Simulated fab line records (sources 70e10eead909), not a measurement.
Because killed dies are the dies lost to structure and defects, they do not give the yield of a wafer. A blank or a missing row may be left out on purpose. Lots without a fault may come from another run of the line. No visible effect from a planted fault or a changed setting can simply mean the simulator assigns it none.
fab line records    flow nandHarc
record: lots: 5  wafers: 15  lastDay: 24
route steps=1159 shown P_STI@99 P_GATE@110 END@1158
lots that met no fault: from a run of the same line without faults
startH: hours from the record's opening day to when the first of the lot's shown wafers began    waitH: hours from the lot's prior step to this one    " same as the row above    L1.1+2: a row that stands for several wafers    - value missing, or start not given    * or withheld: withheld    < > ~ a bound
route shown NAME@n: names a module that has steps shown in the file, with the first one's number in the route    usual: mean/standard deviation taken from wafers without a fault    same: alike in all rows    chamber/n: place in a boat    sites: per-site readings    _std_site: their standard deviation    _edge_site: outer sites' mean less inner sites'    radiusMm: how far each site lies from the wafer's centre    mask NAME#n: copy n    behind: the tool/chamber that last shaped the wafer    hold: why the lot went on hold/how many hours it stayed there/how the hold came to an end    device: names the non-switching transistor (n, p or np)    end of line: the tests these same wafers got at the end of their route    for a step that has no rows: nothing shown but its recipe    killed: dies lost to structure and defects at the first sort, not the wafer's yield    map: dies across one wafer; x = killed, . = not, _ = none there
set.NAME: setting as actually run; set.NAME@STEP: the setting as run at that earlier step    model.NAME: the simulator's own value behind a step, which no gauge read
lots at some steps of the route; a table a step, a row a wafer
services: from which hour (startH, from the record's first day; less than 0 if before it) a tool's chamber was out of use, for how many hours, and why
== steps ==
step: NHARC_P_STI_ANNEAL_34
recipe: tempC: 1000  timeS: 1800
step: NHARC_P_STI_CMP_21
recipe: tOverpolishS: 20  targetThkNm: 380.67
usual: motorCurrentA: 11.7/1.1  overpolishRunS: 20.001/0.0087
lot.wafer  tool    chamber  startH  waitH  motorCurrentA  overpolishRunS
L171.3     cmp-04  2        53.39   0.4    11.6           19.996
L171.2     "       3        "       "      10.2           20.005
L171.4     "       0        "       "      13.3           19.994
L172.4     cmp-02  0        66.41   0.4    11.1           20.021
L172.2     "       1        "       "      11.8           20.003
L172.5     "       0        "       "      10.9           20.009
L176.3     cmp-04  1        83.73   0.4    11.1           20.015
L176.4     "       2        "       "      11.7           19.997
L176.5     "       3        "       "      10.6           19.989
L183.3     cmp-02  0        134.07  0.4    11.9           20.000
L183.4     "       2        "       "      9.9            19.992
L183.6     "       0        "       "      11.7           19.998
L192.4     cmp-01  2        176.88  0.4    12.7           19.996
L192.2     "       3        "       "      12.1           20.002
L192.5     "       1        "       "      12.4           20.002
step: NHARC_P_STI_SRD_35
step: NHARC_P_STI_ETCH_36
recipe: targetDepthA: 388  chemistry: dHF  material: SiO2
step: NHARC_P_STI_STRIP_24
recipe: tempC: 160  chemistry: H3PO4  material: Si3N4
step: NHARC_P_STI_ETCH_37
recipe: targetDepthA: 110  chemistry: dHF  material: SiO2
step: NHARC_P_STI_PRECLEAN_38
recipe: timeS: *  tempC: 50  bathAgeMin: 0  chemistry: SC1
step: NHARC_P_STI_SRD_39
step: NHARC_P_STI_OXIDE_40
recipe: targetThkA: 100  tempC: 900  oxTimeS: 1362  material: SiO2
step: NHARC_P_STI_INSPECT_25
usual: rawDefectCount: 212/68
lot.wafer  tool              chamber  startH  waitH  rawDefectCount
L171.2     defectInspect-02  -        61.83   0.4    229
L171.3     "                 -        "       "      149
L171.4     "                 -        "       "      116
L172.2     defectInspect-01  -        78.20   0.4    234
L172.4     "                 -        "       "      167
L172.5     "                 -        "       "      158
L176.3     defectInspect-02  -        92.14   0.4    229
L176.4     "                 -        "       "      159
L176.5     "                 -        "       "      125
L183.3     defectInspect-01  -        142.50  0.4    224
L183.4     "                 -        "       "      282
L183.6     "                 -        "       "      359
L192.2     defectInspect-01  -        187.69  0.4    120
L192.4     "                 -        "       "      243
L192.5     "                 -        "       "      223
step: NHARC_P_GATE_ETCH_69
recipe: targetDepthA: 140  chemistry: dHF  material: SiO2
step: NHARC_P_GATE_PRECLEAN_70
recipe: timeS: *  tempC: 50  bathAgeMin: 0  chemistry: SC1
usual: nh4ohFlowMLMin: 28.30/0.093  sc1H2o2EndMolL: 0.3699/0.00062
lot.wafer  tool         chamber  startH  waitH  nh4ohFlowMLMin  sc1H2o2EndMolL
L171.4     wetBench-04  7        61.97   0.1    28.22           0.3691
L171.2     "            0        "       "      28.30           0.3708
L171.3     "            2        "       "      28.29           0.3694
L172.4     wetBench-03  5        78.35   0.1    28.45           0.3700
L172.5     "            7        "       "      28.23           0.3700
L172.2     "            0        "       "      28.20           0.3705
L176.4     wetBench-03  7        92.39   0.2    28.31           0.3696
L176.3     "            1        "       "      28.18           0.3699
L176.5     "            4        "       "      28.25           0.3701
L183.4     wetBench-03  4        142.66  0.1    28.58           0.3694
L183.3     "            6        "       "      28.13           0.3698
L183.6     "            7        "       "      28.29           0.3699
L192.5     wetBench-04  4        187.84  0.1    28.13           0.3710
L192.2     "            5        "       "      28.21           0.3700
L192.4     "            0        "       "      28.23           0.3704
step: NHARC_P_GATE_SRD_01
step: NHARC_P_GATE_OXIDE_02
recipe: targetThkA: 375  tempC: 950  pH2oTorr: 720  oxTimeS: 365  material: SiO2
step: NHARC_P_GATE_DEHYDRATE_03
recipe: tempC: 150  timeS: 120
step: NHARC_P_GATE_HMDS_04
recipe: timeS: 30
step: NHARC_P_GATE_COAT_05
recipe: spinRpm: 4690
step: NHARC_P_GATE_SOFTBAKE_06
recipe: tempC: 122  timeS: 95
step: NHARC_P_GATE_EBR_07
step: NHARC_P_GATE_EXPOSE_08
recipe: na: 0.6  doseMj: 16.75  maskId: P_HV
step: NHARC_P_GATE_PEB_09
recipe: pebTempC: 118  pebTimeS: 85
step: NHARC_P_GATE_DEVELOP_10
recipe: timeS: 70
step: NHARC_P_GATE_CD_MEAS_11
recipe: targetCdNm: 1640  landingEnergyEv: 500
usual: cdNm: 1639.7/2.2
same: landingEnergyEv: 500
lot.wafer  tool      chamber  startH  waitH  cdNm
L171.2     cdSem-02  0        70.08   -      1642.0
L171.3     "         0        "       "      1642.6
L171.4     "         0        "       "      1640.9
L172.2     cdSem-01  0        86.35   -      1641.9
L172.4     "         0        "       "      1642.8
L172.5     "         0        "       "      1641.9
L176.3     cdSem-02  0        102.42  -      1638.6
L176.4     "         0        "       "      1641.2
L176.5     "         0        "       "      1638.9
L183.3     cdSem-02  0        150.79  -      1636.7
L183.4     "         0        "       "      1635.1
L183.6     "         0        "       "      1638.9
L192.2     cdSem-03  0        196.18  -      1636.3
L192.4     "         0        "       "      1639.9
L192.5     "         0        "       "      1641.4
step: NHARC_P_GATE_HARDBAKE_12
recipe: tempC: 125  timeS: 80
step: NHARC_P_GATE_DESCUM_13
recipe: timeS: 3  o2FlowSccm: 200  arFlowSccm: 0  biasPowerW: 0  chemistry: O2
usual: drypumpMotorCurrentA: 5.6/0.56  oesProductAu: 1.008/0.013  rfVppV: 57.8/0.86  showerheadPlenumPTorr: 1.92/0.067  throttleValvePct: 11.311/0.0092
lot.wafer  tool        chamber  startH  waitH  drypumpMotorCurrentA  oesProductAu  rfHoursCounterH  rfVppV  showerheadPlenumPTorr  throttleValvePct
L171.3     rieDiel-07  1        70.24   -      4.9                   1.013         6                58.3    1.98                   11.314
L171.4     "           3        "       "      5.1                   1.015         4                58.6    1.95                   11.315
L171.2     "           0        "       "      5.1                   0.994         5                56.8    1.78                   11.305
L172.4     rieDiel-04  0        86.51   -      5.9                   0.986         23               57.0    1.90                   11.333
L172.2     "           3        "       "      5.4                   0.980         24               57.9    2.03                   11.312
L172.5     "           0        "       "      5.9                   0.986         -                58.3    1.90                   11.306
L176.3     rieDiel-04  1        102.60  -      5.1                   0.979         23               57.4    1.92                   11.314
L176.4     "           3        "       "      5.4                   1.001         24               59.3    2.03                   11.290
L176.5     "           0        "       "      5.9                   0.986         -                57.9    1.90                   11.326
L183.3     rieDiel-07  3        151.12  -      5.1                   1.013         30               56.9    1.95                   11.306
L183.4     "           0        "       "      5.1                   1.000         34               57.7    1.77                   11.301
L183.6     "           0        "       "      5.1                   1.004         -                57.4    1.77                   11.317
L192.2     rieDiel-04  1        196.33  -      5.1                   0.988         18               59.5    1.91                   11.311
L192.4     "           0        "       "      5.9                   1.019         17               58.7    1.90                   11.310
L192.5     "           2        "       "      5.8                   1.005         -                57.9    1.98                   11.314
step: NHARC_P_GATE_ETCH_14
recipe: targetDepthA: 488  chemistry: dHF  material: SiO2
step: NHARC_P_GATE_STRIP_15
recipe: timeS: 780  tempC: 130  chemistry: SPM
step: NHARC_P_GATE_PRECLEAN_71
recipe: timeS: *  tempC: 50  bathAgeMin: 0  chemistry: SC1
step: NHARC_P_GATE_SRD_72
step: NHARC_P_GATE_OXIDE_16
recipe: targetThkA: 30  tempC: 875  oxTimeS: 392  material: SiO2
step: NHARC_P_GATE_CVD_17
recipe: targetThkA: 1500  tempC: 620  timeS: 900  material: poly-Si
step: NHARC_P_GATE_HM_DEP_102
recipe: targetThkA: 1200  tempC: 400  material: aC
usual: throttleValvePct: 35.001/0.0099
lot.wafer  tool       chamber  startH  waitH  throttleValvePct
L171.2     aclDep-03  0        82.56   0.5    34.993
L171.3     "          0        "       "      34.990
L171.4     "          0        "       "      35.004
L172.2     aclDep-02  0        100.66  2.0    34.988
L172.4     "          0        "       "      34.994
L172.5     "          0        "       "      35.010
L176.3     aclDep-03  0        116.77  2.0    34.990
L176.4     "          0        "       "      34.986
L176.5     "          0        "       "      35.005
L183.3     aclDep-01  0        164.09  1.3    34.992
L183.4     "          0        "       "      35.005
L183.6     "          0        "       "      35.017
L192.2     aclDep-02  0        210.00  1.5    34.998
L192.4     "          0        "       "      34.990
L192.5     "          0        "       "      35.008
step: NHARC_P_GATE_DEP_103
recipe: targetThkA: 300  targetThkNm: 30  tempC: 400  flowSccm: 200  rfW: 350  material: SiON
usual: heaterPowerW: 779/120
lot.wafer  tool      chamber  startH  waitH  heaterPowerW  sinceWetCleanH
L171.2     pecvd-04  1        83.14   0.5    749           56
L171.3     "         2        "       "      662           56
L171.4     "         0        "       "      949           -
L172.2     pecvd-03  1        101.27  0.5    706           158
L172.4     "         2        "       "      731           -
L172.5     "         0        "       "      776           -
L176.3     pecvd-04  0        117.44  0.6    916           90
L176.4     "         2        "       "      644           -
L176.5     "         1        "       "      768           -
L183.3     pecvd-03  1        164.59  0.4    729           41
L183.6     "         1        "       "      737           -
L183.4     "         2        "       "      775           -
L192.2     pecvd-02  1        210.69  0.6    1002          44
L192.4     "         1        "       "      1012          -
L192.5     "         2        "       "      683           -
step: NHARC_P_GATE_DEHYDRATE_18
recipe: tempC: 150  timeS: 120
step: NHARC_P_GATE_HMDS_19
recipe: timeS: 30
step: NHARC_P_GATE_COAT_20
recipe: spinRpm: 1500  resistThkNm: 90
step: NHARC_P_GATE_SOFTBAKE_21
recipe: tempC: 105  timeS: 55
step: NHARC_P_GATE_EBR_22
step: NHARC_P_GATE_EXPOSE_23
recipe: na: 1.35  targetCdNm: 120  doseMj: 93.91  maskId: P_GATE
step: NHARC_P_GATE_PEB_24
recipe: pebTempC: 100  pebTimeS: 65
step: NHARC_P_GATE_DEVELOP_25
recipe: developTimeS: 35  devTempC: 23
step: NHARC_END_WLT_00
usual: VT_DECK1_BOTTOM: 0.867/0.008  VT_DECK1_BOTTOM_INNER: 0.868/0.0077  VT_DECK1_MEDIAN_NEAR_BOTTOM: 0.868/0.0081  VT_DECK1_MEDIAN_NEAR_BOTTOM_INNER: 0.868/0.008  VT_DECK1_MIDDLE: 0.881/0.0064  VT_DECK1_MIDDLE_INNER: 0.881/0.0066  VT_DECK1_TOP: 0.892/0.0067  VT_DECK1_TOP_INNER: 0.892/0.0072
lot.wafer  tool       chamber  startH  waitH  VT_DECK1_BOTTOM  VT_DECK1_BOTTOM_INNER  VT_DECK1_MEDIAN_NEAR_BOTTOM  VT_DECK1_MEDIAN_NEAR_BOTTOM_INNER  VT_DECK1_MIDDLE  VT_DECK1_MIDDLE_INNER  VT_DECK1_TOP  VT_DECK1_TOP_INNER
L171.2     prober-02  -        426.14  0.6    0.873            0.874                  0.876                        0.876                              0.880            0.888                  0.901         0.887
L171.3     "          -        "       "      0.858            0.856                  0.861                        0.860                              0.882            0.880                  0.899         0.889
L171.4     "          -        "       "      0.879            0.878                  0.877                        0.878                              0.880            0.883                  0.886         0.891
L172.2     prober-01  -        454.06  7.7    0.860            0.855                  0.864                        0.863                              0.869            0.869                  0.884         0.891
L172.4     "          -        455.06  8.7    0.862            0.859                  0.857                        0.865                              0.870            0.873                  0.888         0.882
L172.5     "          -        "       "      0.866            0.864                  0.862                        0.868                              0.876            0.876                  0.887         0.892
L176.3     prober-02  -        455.23  1.1    0.871            0.872                  0.871                        0.868                              0.889            0.880                  0.897         0.892
L176.4     "          -        "       "      0.881            0.877                  0.887                        0.873                              0.880            0.883                  0.891         0.895
L176.5     "          -        "       "      0.876            0.873                  0.880                        0.880                              0.883            0.887                  0.891         0.896
L183.3     prober-02  -        511.76  1.0    0.904            0.899                  0.904                        0.906                              0.901            0.910                  0.912         0.916
L183.4     "          -        "       "      0.883            0.877                  0.880                        0.884                              0.892            0.899                  0.916         0.916
L183.6     "          -        "       "      0.881            0.887                  0.879                        0.890                              0.895            0.898                  0.917         0.924
L192.2     prober-02  -        560.95  1.9    0.868            0.870                  0.876                        0.874                              0.885            0.880                  0.888         0.885
L192.4     "          -        "       "      0.859            0.866                  0.867                        0.865                              0.874            0.878                  0.890         0.890
L192.5     "          -        "       "      0.873            0.872                  0.876                        0.876                              0.871            0.883                  0.887         0.895
== services ==
tool         chamber  startH  hours  kind
cmp-02       -        31.49   4.0    pm
rieDiel-04   -        36.31   25.0   repair
aclDep-03    -        43.15   13.0   pm
pecvd-03     1        47.28   6.8    repair
pecvd-03     -        47.77   0.9    repair
pecvd-04     1        48.38   17.7   repair
rieDiel-07   -        51.25   9.0    pm
pecvd-03     1        59.56   7.5    repair
cmp-04       -        105.00  4.0    pm
rieDiel-07   2        107.05  2.9    repair
pecvd-03     -        111.00  13.0   pm
rieDiel-04   -        111.91  9.0    pm
wetBench-04  -        119.01  7.0    repair
rieDiel-07   -        124.81  0.4    repair
cmp-02       -        129.49  4.0    pm
rieDiel-07   -        134.69  0.1    repair
wetBench-03  -        146.40  8.0    pm
aclDep-02    -        147.30  12.4   repair
cmp-02       -        155.45  0.8    repair
wetBench-04  -        163.20  8.0    pm
aclDep-02    -        168.29  13.0   pm
cmp-02       -        177.20  1.7    repair
rieDiel-04   2        178.98  4.3    repair
pecvd-04     0        186.26  3.5    repair
== key ==
firstSign: step: NHARC_END_WLT_00  reading: VT_DECK1_TOP_INNER  direction: up  sigmas: 3.7  usual: 0.892  struck: 0.919
effect: step: NHARC_END_WLT_00  reading: VT_DECK1_TOP  direction: up  sigmas: 3.4  usual: 0.892  struck: 0.915
metAt NHARC_P_GATE_PRECLEAN_70
struckWafers L183.3,L183.4,L183.6
testerLeftOut L183
onsetBetween 92.39 142.66
alsoFits NHARC_P_STI_CMP_21:cmp-02,NHARC_P_GATE_DESCUM_13:rieDiel-07,NHARC_P_GATE_HM_DEP_102:aclDep-01,NHARC_P_GATE_DEP_103:pecvd-03
fault: kind: metallicContaminationSource  tool: wetBench-03  chamber: -  onsetH: 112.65  steps: NHARC_P_GATE_PRECLEAN_70  rateCm2PerVisit: 3.0159e+11  species: metalFeCm2
testerLeftOut: of these lots the tester's yield and bins aren't shown, on N5 and GAA mostly nor the transistor test; their killed dies are dies lost to structure and defects alone, not to doping, threshold or leakage, so they don't give the yield
